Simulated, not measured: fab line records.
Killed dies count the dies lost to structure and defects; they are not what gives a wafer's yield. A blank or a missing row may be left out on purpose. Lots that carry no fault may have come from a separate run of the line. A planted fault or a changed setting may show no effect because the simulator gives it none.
Struck lot and sound lot, side by side -- flow n5 finfet -- 37 out of 1938 route steps
Sound: the wafers L625.1, L625.5, L625.6. Struck: wafers L633.1, L633.2, L633.3. The cause is given at the end.
Each step with rows lists, per side, the tool, then ch with its chambers, then its first start. Under that, the readings that differ: sound wafers -- struck wafers -- difference of the means -- sigmas: that difference in standard deviations of wafers without a fault.
alike: same words and numbers on both sides, and readings whose means sit less than 2 such deviations apart. not compared: any withheld reading, any reading some wafer has no value for, any bound like >300 that may hide the same value, and any number with overlapping values for which the record gives no deviation.
Wherever a step has rows on one side only, a row that says differs or no value, or a row with sigmas, the two part there. Non-overlapping numbers with no deviation appear without sigmas and do not part them. A reading missing from all wafers of one side parts the sides only when that side holds two or more wafers.

first, 9 steps without rows for these wafers: N5_BEOL_M4_ANNEAL_95 (time 240 s); N5_BEOL_M4_SPUTTER_96 (material Cu, target thk 4.5 nm, time 8.29 s); N5_BEOL_M4_ECD_50 (material Cu, target thk 300 nm); N5_BEOL_M4_ANNEAL_51 (time 90 s); N5_BEOL_M4_CMP_52 (polishes, stops on SiOC, t overpolish 6.8 s, target thk 40 nm); N5_BEOL_M4_PRE_CLEAN_60 (time 15 s); N5_BEOL_M4_CO_CAP_55 (material Co, precursor CCTBA/H2, target thk 2 nm, time 102.1 s); N5_BEOL_M4_PRE_CLEAN_56 (time 15 s); N5_BEOL_M4_DEP_57 (deposits SiCN from 3MS/NH3, target thk 8 nm, time 14 s).
N5_BEOL_M4_RC_MEAS_101:
  sound on prober-01 ch 0, day 8 11:36; struck on prober-01 ch 0, day 10 15:12
  alike: DIBL_N, DIBL_P, IOFF_N, IOFF_P, ION_N, ION_P, SS_N, SS_P, VT_N, VT_P
then, 24 steps without rows for these wafers: N5_BEOL_M5_ILD_DEP_00 (deposits SiCOH lowk from DEMS/porogen, target thk 140.64 nm, time 25.9 s); N5_BEOL_M5_CURE_79 (cures SiCOH lowk, time 240 s); N5_BEOL_M5_PECVD_70 (deposits SiO2 from TEOS/O2, target thk 16 nm, time 18 s); N5_BEOL_M5_HM_DEP_02 (deposits TiN, target thk 20 nm); N5_BEOL_M5_COAT_59 (time 60 s, resist thk 60 nm); N5_BEOL_M5_COAT_60 (time 60 s, resist thk 12 nm); N5_BEOL_M5_COAT_71 (time 60 s, resist thk 5 nm); N5_BEOL_M5_COAT_05 (resist thk 30 nm); N5_BEOL_M5_EBR_07; N5_BEOL_M5_SOFTBAKE_06 (time 60 s); N5_BEOL_M5_EXPOSE_08 (exposes mask M5, target cd 28 nm); N5_BEOL_M5_PEB_09 (peb time 60 s); N5_BEOL_M5_DEVELOP_10 (develop time 30 s); N5_BEOL_M5_DESCUM_16 (chemistry O2, time 7 s); N5_BEOL_M5_ETCH_72 (etches underlayer in N2/H2, target depth 6.5 nm, time 5.2 s); N5_BEOL_M5_ETCH_61 (etches SiARC in CF4, target depth 15.6 nm, time 26 s); N5_BEOL_M5_ETCH_62 (etches SOC in N2/H2, target depth 75 nm, overetch 15 nm, time 112.5 s); N5_BEOL_M5_STRIP_63 (strips in N2/H2); N5_BEOL_M5_STRIP_73 (strips in N2/H2); N5_BEOL_M5_STRIP_64 (strips in CF4); N5_BEOL_M5_HM_OPEN_17 (chemistry Cl2/BCl3, target TiN, target depth 20 nm, overetch 6 nm); N5_BEOL_M5_STRIP_19 (strips in O2); N5_BEOL_M5_COAT_65 (time 60 s, resist thk 60 nm); N5_BEOL_M5_COAT_66 (time 60 s, resist thk 12 nm).
-- the record jumps here: 2 days lie between the struck wafers' starts before and after (it left off in module BEOL_M5 and takes up again in module BEOL_M9, whose first step shown is number 1401 of the route) --
N5_BEOL_M9_ILD_DEP_00: deposits SiCOH lowk from DEMS/porogen, target thk 308.51 nm, time 58 s.
  sound on pecvd-02 ch 0,1,2, day 10 00:41; struck on pecvd-03 ch 0,1,2, day 12 16:25
  no value came back on the struck wafers for any of 6 readings (chamber pressure Torr (Torr), heater power outer w (W) and others); on the sound wafers chamber pressure Torr (Torr) reads 5.015 5.006 5.007
N5_BEOL_M9_OCD_MEAS_38:
  sound: ocd-01 at day 10 07:20; struck: ocd-02 at day 12 21:43
reading,sound,struck,difference,sigmas
trench depth nm (nm),154 151 148,- - -,no value on the struck wafers,
-- here the record skips 3 days between the struck wafers' starts before and after, leaving off in module BEOL_M9 and picking up in module PASSIVATION (first step shown: number 1936 of the route) --
N5_PASSIVATION_PROBE_49:
  only the struck wafers here have rows in the record (prober-02, day 15 22:28); the sound ones have none

## WHERE THEY PART
At N5_BEOL_M9_ILD_DEP_00 first; at N5_PASSIVATION_PROBE_49 last (within this record only).

WHY: what had been put in by the simulator
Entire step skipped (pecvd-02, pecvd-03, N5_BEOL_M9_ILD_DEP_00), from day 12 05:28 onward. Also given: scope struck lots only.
